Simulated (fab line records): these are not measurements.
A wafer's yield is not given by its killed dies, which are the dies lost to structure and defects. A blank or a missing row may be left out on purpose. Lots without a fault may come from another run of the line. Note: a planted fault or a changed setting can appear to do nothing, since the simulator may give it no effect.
Matching of chambers / flow nand harc / rie diel-02 running NHARC_A_STAIRCASE_DESCUM_11: 4 sister chambers
The step chemistry O2, time 3 s. 14 wafers are shown with their chamber, then 7 later ones without.

== EACH WAFER AND ITS CHAMBER ==
wafer=L075.1; chamber=3; showerhead plenum p Torr (Torr)=1.85; drypump motor current A (A)=5.5; rf vpp V (V)=56.7
wafer=L075.2; chamber=0; showerhead plenum p Torr (Torr)=2.06; drypump motor current A (A)=6.1; rf vpp V (V)=59.4
wafer=L075.6; chamber=2; showerhead plenum p Torr (Torr)=2.06; drypump motor current A (A)=6.5; rf vpp V (V)=57.3
wafer=L081.2; chamber=0; showerhead plenum p Torr (Torr)=2.06; drypump motor current A (A)=6.1; rf vpp V (V)=58.4
wafer=L081.3; chamber=1; showerhead plenum p Torr (Torr)=1.97; drypump motor current A (A)=5.8; rf vpp V (V)=58.3
wafer=L081.4; chamber=2; showerhead plenum p Torr (Torr)=2.05; drypump motor current A (A)=6.5; rf vpp V (V)=58.1
wafer=L082.1; chamber=2; showerhead plenum p Torr (Torr)=2.05; drypump motor current A (A)=6.4; rf vpp V (V)=59.0
wafer=L082.2; chamber=1; showerhead plenum p Torr (Torr)=1.96; drypump motor current A (A)=5.8; rf vpp V (V)=57.9
wafer=L082.5; chamber=1; showerhead plenum p Torr (Torr)=1.96; drypump motor current A (A)=5.8; rf vpp V (V)=56.7
wafer=L084.4; chamber=0; showerhead plenum p Torr (Torr)=2.05; drypump motor current A (A)=6.2; rf vpp V (V)=58.4
wafer=L084.5; chamber=2; showerhead plenum p Torr (Torr)=2.05; drypump motor current A (A)=6.5; rf vpp V (V)=58.3
wafer=L084.6; chamber=1; showerhead plenum p Torr (Torr)=1.96; drypump motor current A (A)=5.8; rf vpp V (V)=56.7
wafer=L086.3; chamber=3; showerhead plenum p Torr (Torr)=1.84; drypump motor current A (A)=5.5; rf vpp V (V)=58.1
wafer=L086.4; chamber=3; showerhead plenum p Torr (Torr)=1.84; drypump motor current A (A)=5.5; rf vpp V (V)=57.2

SIGNATURES, as means of the wafers listed above
reading=showerhead plenum p Torr; chamber 0=2.0567; chamber 1=1.9625; chamber 2=2.0525; chamber 3=1.8433; scatter within a chamber=0.00532
reading=drypump motor current A; chamber 0=6.133; chamber 1=5.800; chamber 2=6.475; chamber 3=5.500; scatter within a chamber=0.0376
reading=rf vpp V; chamber 0=58.733; chamber 1=57.400; chamber 2=58.175; chamber 3=57.333; scatter within a chamber=0.72
Rule: distance of a wafer from a chamber = root of the sum over the readings of ((wafer's reading minus chamber's mean) / reading's scatter) squared. If the next closest chamber is less than 2 further off than the closest, the wafer can't be placed; otherwise it belongs to the closest. The scatter is the square root of a quotient: the sum, over the shown wafers, of each reading's squared deviation from its chamber's mean, divided by wafers minus chambers.

== WAFERS WITHOUT THEIR CHAMBER ==
wafer=L086.5; showerhead plenum p Torr (Torr)=2.05; drypump motor current A (A)=6.5; rf vpp V (V)=59.0
wafer=L092.1; showerhead plenum p Torr (Torr)=1.95; drypump motor current A (A)=5.8; rf vpp V (V)=58.0
wafer=L092.4; showerhead plenum p Torr (Torr)=2.05; drypump motor current A (A)=6.1; rf vpp V (V)=58.1
wafer=L092.5; showerhead plenum p Torr (Torr)=1.95; drypump motor current A (A)=5.8; rf vpp V (V)=56.6
wafer=L096.2; showerhead plenum p Torr (Torr)=2.04; drypump motor current A (A)=6.1; rf vpp V (V)=58.4
wafer=L096.3; showerhead plenum p Torr (Torr)=2.04; drypump motor current A (A)=6.1; rf vpp V (V)=57.6
wafer=L096.6; showerhead plenum p Torr (Torr)=2.04; drypump motor current A (A)=6.1; rf vpp V (V)=58.4

== WHICH CHAMBER EACH ONE RAN IN ==
wafer=L086.5; from the rows above=2; in truth=2
wafer=L092.1; from the rows above=1; in truth=1
wafer=L092.4; from the rows above=0; in truth=0
wafer=L092.5; from the rows above=1; in truth=1
wafer=L096.2; from the rows above=0; in truth=0
wafer=L096.3; from the rows above=0; in truth=0
wafer=L096.6; from the rows above=0; in truth=0
Correctly placed: 7 of 7. Left unplaced by these rows: 0. Number placed wrongly: 0.
